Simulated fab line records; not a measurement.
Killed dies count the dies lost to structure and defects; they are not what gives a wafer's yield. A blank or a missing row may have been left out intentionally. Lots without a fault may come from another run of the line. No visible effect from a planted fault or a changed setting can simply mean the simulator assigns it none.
Which tool was responsible? | flow nand_harc | Sampling: 12 lots, 36 wafers, 8 of 1159 route steps

## WHAT THE GAUGES READ, wafer by wafer
NHARC_A_ONON_D1_THK_MEAS_18: measures by ellipsometry. Usual: thk_nm reads 1001 nm (standard deviation 11).
lot  | measured     | on            | thk_nm (nm)    | flag
L295 | day 8 00:20  | film_metro-01 | 1009 1008 1009 |
L297 | day 8 07:20  | film_metro-01 | 1007 1006 1006 |
L298 | day 8 10:56  | film_metro-02 | 1008 1007 1007 |
L296 | day 8 10:56  | film_metro-01 | 1017 1016 1018 |
L300 | day 9 03:11  | film_metro-02 | 1008 1010 1009 |
L301 | day 9 03:12  | film_metro-01 | 995 994 992    |
L299 | day 9 03:13  | film_metro-01 | 971 971 970    |
L306 | day 10 18:52 | film_metro-01 | 1003 1002 1002 |
L305 | day 10 19:06 | film_metro-01 | 1013 1014 1013 |
L307 | day 11 03:01 | film_metro-02 | 1001 1001 1001 |
L314 | day 12 08:10 | film_metro-01 | 1001 1002 999  |
L318 | day 13 13:40 | film_metro-02 | 1007 1008 1008 |

NHARC_A_ONON_D1_THK_MEAS_34: measures by ellipsometry. Usual: thk_nm reads 200 nm (standard deviation 3.1).
lot  | measured     | on            | thk_nm (nm) | flag
L295 | day 8 03:04  | film_metro-01 | 199 202 199 |
L297 | day 8 10:05  | film_metro-01 | 200 197 198 |
L298 | day 8 13:45  | film_metro-01 | 198 197 199 |
L296 | day 8 13:41  | film_metro-02 | 198 199 200 |
L300 | day 9 06:12  | film_metro-02 | 202 202 208 |
L301 | day 9 06:24  | film_metro-01 | 195 195 199 |
L299 | day 9 06:40  | film_metro-02 | 198 201 200 |
L306 | day 10 21:39 | film_metro-01 | 202 202 205 |
L305 | day 10 21:52 | film_metro-01 | 201 202 198 |
L307 | day 11 05:49 | film_metro-01 | 197 200 195 |
L314 | day 12 10:53 | film_metro-01 | 203 201 205 |
L318 | day 13 16:33 | film_metro-02 | 200 196 199 |

NHARC_A_CHANNEL_HOLE_D1_CD_MEAS_10 targets a cd of 100 nm. Usual: cd_nm reads 99.9 nm (standard deviation 0.6).
lot  | measured     | on        | cd_nm (nm)        | flag
L295 | day 8 07:18  | cd_sem-01 | 100.1 100.8 100.3 |
L297 | day 8 14:31  | cd_sem-01 | 99.7 99.7 99.9    |
L298 | day 8 16:37  | cd_sem-03 | 100.8 99.9 100.2  |
L296 | day 8 16:27  | cd_sem-01 | 100.5 100.4 99.9  |
L300 | day 9 08:59  | cd_sem-01 | 98.9 99.0 99.4    |
L301 | day 9 09:37  | cd_sem-02 | 100.0 100.0 100.7 |
L299 | day 9 10:46  | cd_sem-02 | 101.5 100.2 100.4 |
L306 | day 11 00:18 | cd_sem-01 | 100.1 104.6 99.7  |
L305 | day 11 00:38 | cd_sem-03 | 99.3 99.5 99.1    |
L307 | day 11 08:43 | cd_sem-01 | 99.9 100.2 103.8  |
L314 | day 12 13:42 | cd_sem-03 | 100.4 101.0 100.8 |
L318 | day 13 21:00 | cd_sem-01 | 99.9 99.5 99.4    |

NHARC_A_CHANNEL_HOLE_D1_CD_MEAS_30. Usual: cd_nm reads 90.0 nm (standard deviation 1.3).
lot  | measured     | on        | cd_nm (nm)     | flag
L295 | day 8 14:11  | cd_sem-03 | 90.3 91.3 89.0 |
L297 | day 8 21:24  | cd_sem-02 | 90.4 89.0 88.4 |
L298 | day 9 01:33  | cd_sem-03 | 90.6 88.1 89.9 |
L296 | day 8 23:29  | cd_sem-02 | 88.9 90.5 90.2 |
L300 | day 9 15:54  | cd_sem-03 | 88.6 88.1 89.6 |
L301 | day 9 16:38  | cd_sem-01 | 90.1 87.4 91.2 |
L299 | day 9 20:13  | cd_sem-03 | 88.8 88.6 89.6 |
L306 | day 11 07:34 | cd_sem-03 | 90.0 96.2 90.3 |
L305 | day 11 07:32 | cd_sem-01 | 88.0 89.6 86.0 |
L307 | day 11 15:35 | cd_sem-02 | 88.0 91.8 94.0 |
L314 | day 12 20:36 | cd_sem-02 | 89.1 92.1 90.6 |
L318 | day 14 11:01 | cd_sem-02 | 89.8 89.6 89.3 |

NHARC_END_SORT_01. Usual: killed_at_array 26, standard deviation 10; killed_at_other 0.5, standard deviation 0.87; killed_at_periphery 3.0, standard deviation 2.5; killed_dies 29, standard deviation 11; killed_open 3.3, standard deviation 1.9; killed_short 1.8, standard deviation 1.5.
lot  | measured     | on        | killed_at_array | killed_at_other | killed_at_periphery | killed_dies | killed_open | killed_short | flag
L295 | day 19 07:11 | prober-02 | 12 11 18        | 0 0 0           | 3 3 1               | 15 14 19    | 3 1 10      | 2 2 2        |
L297 | day 19 20:32 | prober-02 | 7 12 16         | 0 1 0           | 0 3 1               | 7 16 17     | 3 2 8       | 1 3 4        |
L298 | day 19 10:49 | prober-01 | 14 13 12        | 0 0 1           | 3 5 2               | 17 18 15    | 4 3 1       | 2 2 1        |
L296 | day 20 05:08 | prober-01 | 22 40 20        | 1 1 0           | 0 0 3               | 23 41 23    | 1 7 5       | 1 3 1        |
L300 | day 20 15:47 | prober-02 | 19 17 19        | 1 0 0           | 4 5 5               | 24 22 24    | 3 4 4       | 2 1 1        |
L301 | day 20 12:09 | prober-01 | 16 29 34        | 0 0 0           | 6 0 2               | 22 29 36    | 3 1 7       | 1 2 1        |
L299 | day 20 08:04 | prober-02 | 28 30 35        | 1 0 1           | 2 3 2               | 31 33 38    | 4 2 2       | 0 1 0        |
L306 | day 22 08:18 | prober-01 | 15 23 23        | 1 0 1           | 5 4 3               | 21 27 27    | 4 3 7       | 1 0 3        |
L305 | day 21 21:32 | prober-02 | 41 32 38        | 0 1 0           | 2 1 1               | 43 34 39    | 7 5 1       | 0 0 0        |
L307 | day 22 07:30 | prober-02 | 40 47 30        | 0 0 0           | 7 10 13             | 47 57 43    | 2 3 2       | 2 1 0        |
L314 | day 23 22:06 | prober-02 | 31 26 28        | 1 0 5           | 3 2 4               | 35 28 37    | 4 2 5       | 4 0 2        |
L318 | day 25 06:12 | prober-01 | 52 36 44        | 0 0 0           | 2 1 3               | 54 37 47    | 1 0 5       | 1 1 3        |

## WHICH TOOL RAN EACH LOT (tool, then ch and the chambers of the sampled wafers, then the start)
lot  | NHARC_A_CHANNEL_HOLE_D1_PEB_08    | NHARC_A_CHANNEL_HOLE_D1_ETCH_21  | NHARC_A_CHANNEL_HOLE_D1_XSEM_31
L295 | litho_track-01 ch 0, day 8 07:13  | har_etch-02 ch 0,1, day 8 09:06  | xsem-02 ch 0, day 8 14:16
L297 | litho_track-06 ch 0, day 8 14:26  | har_etch-02 ch 0,1, day 8 16:19  | xsem-02 ch 0, day 8 21:29
L298 | litho_track-06 ch 0, day 8 16:32  | har_etch-02 ch 0,1, day 8 20:32  | xsem-02 ch 0, day 9 01:39
L296 | litho_track-01 ch 0, day 8 16:22  | har_etch-01 ch 0,1, day 8 18:22  | xsem-01 ch 0, day 8 23:34
L300 | litho_track-01 ch 0, day 9 08:55  | har_etch-01 ch 0,1, day 9 10:47  | xsem-01 ch 0, day 9 15:59
L301 | litho_track-04 ch 0, day 9 09:32  | har_etch-02 ch 0,1, day 9 11:25  | xsem-02 ch 0, day 9 16:44
L299 | litho_track-04 ch 0, day 9 10:41  | har_etch-01 ch 0, day 9 14:57    | xsem-01 ch 0, day 9 20:19
L306 | litho_track-01 ch 0, day 11 00:13 | har_etch-02 ch 0,1, day 11 02:23 | xsem-02 ch 0, day 11 07:39
L305 | litho_track-06 ch 0, day 11 00:34 | har_etch-01 ch 0,1, day 11 02:35 | xsem-01 ch 0, day 11 07:38
L307 | litho_track-01 ch 0, day 11 08:38 | har_etch-01 ch 0,1, day 11 10:31 | xsem-01 ch 0, day 11 15:41
L314 | litho_track-04 ch 0, day 12 13:37 | har_etch-02 ch 0,1, day 12 15:35 | xsem-01 ch 0, day 12 20:41
L318 | litho_track-06 ch 0, day 13 20:55 | har_etch-02 ch 0,1, day 14 05:55 | xsem-01 ch 0, day 14 11:06
- NHARC_A_CHANNEL_HOLE_D1_PEB_08: peb time 65 s.
- NHARC_A_CHANNEL_HOLE_D1_ETCH_21: etches the open film in C4F8/O2/Ar, time 514.3 s, target depth 1600 nm.
- NHARC_A_CHANNEL_HOLE_D1_XSEM_31

## AS READ BY THE TOOLS THEMSELVES (means over the sampled wafers that have a number; for cases with no such wafer, the mark the record gives instead)
NHARC_A_CHANNEL_HOLE_D1_ETCH_21. Usual: drypump_motor_current_A 5.9 A, standard deviation 0.47; showerhead_plenum_p_Torr 3.76 Torr, standard deviation 0.073; throttle_valve_pct 32.154 %, standard deviation 0.0091.
lot  | tool        | drypump_motor_current_A (A) | showerhead_plenum_p_Torr (Torr) | throttle_valve_pct (%) | flag
L295 | har_etch-02 | 6.2                         | 3.71                            | 32.148                 |
L297 | har_etch-02 | 6.2                         | 3.71                            | 32.150                 |
L298 | har_etch-02 | 6.4                         | 3.75                            | 32.151                 |
L296 | har_etch-01 | 5.4                         | 3.82                            | 32.153                 |
L300 | har_etch-01 | 5.4                         | 3.82                            | 32.157                 |
L301 | har_etch-02 | 6.2                         | 3.71                            | 32.153                 |
L299 | har_etch-01 | 5.7                         | 3.82                            | 32.152                 |
L306 | har_etch-02 | 6.4                         | 3.75                            | 32.161                 |
L305 | har_etch-01 | 5.5                         | 3.81                            | 32.155                 |
L307 | har_etch-01 | 5.5                         | 3.81                            | 32.161                 |
L314 | har_etch-02 | 6.4                         | 3.74                            | 32.156                 |
L318 | har_etch-02 | 6.4                         | 3.72                            | 32.151                 |

NHARC_A_CHANNEL_HOLE_D1_XSEM_31. Usual: bot_cd_nm 74.6 nm, standard deviation 1.3; bow_nm 8.55 nm, standard deviation 0.26; tilt_deg 0.09 degrees, standard deviation 0.045.
lot  | tool    | bot_cd_nm (nm) | bow_nm (nm) | tilt_deg (degrees) | flag
L295 | xsem-02 | 74.9           | 8.31        | 0.19               |
L297 | xsem-02 | 74.6           | 8.30        | 0.14               |
L298 | xsem-02 | 75.1           | 8.43        | 0.04               |
L296 | xsem-01 | 74.0           | 8.71        | 0.09               |
L300 | xsem-01 | 74.5           | 8.83        | 0.15               |
L301 | xsem-02 | 73.7           | 8.41        | 0.09               |
L299 | xsem-01 | 73.5           | 8.30        | 0.03               |
L306 | xsem-02 | 75.6           | 8.88        | 0.06               |
L305 | xsem-01 | 73.4           | 8.21        | 0.12               |
L307 | xsem-01 | 75.2           | 8.63        | 0.07               |
L314 | xsem-01 | 76.1           | 8.53        | 0.13               |
L318 | xsem-01 | 74.3           | 8.42        | 0.07               |

## THE ANSWER, worked out from the rows above alone
Rule: a lot is off if the mean of its wafers that have a number lies more than 3 standard deviations from the usual mean. A lot without any number at a reading at which 4 lots or more have one is off too. The other lots that the step has rows for count as sound. The gauges are gone through in route order, then the tools' own readings, and for those a lot's mean is taken as printed above. At the first step where some lot is off, the reading lying furthest off is the one used; lots without a number count as furthest.
None of the lots is off at any reading shown; this tells nothing.

## WHAT HAD BEEN PUT IN BY THE SIMULATOR
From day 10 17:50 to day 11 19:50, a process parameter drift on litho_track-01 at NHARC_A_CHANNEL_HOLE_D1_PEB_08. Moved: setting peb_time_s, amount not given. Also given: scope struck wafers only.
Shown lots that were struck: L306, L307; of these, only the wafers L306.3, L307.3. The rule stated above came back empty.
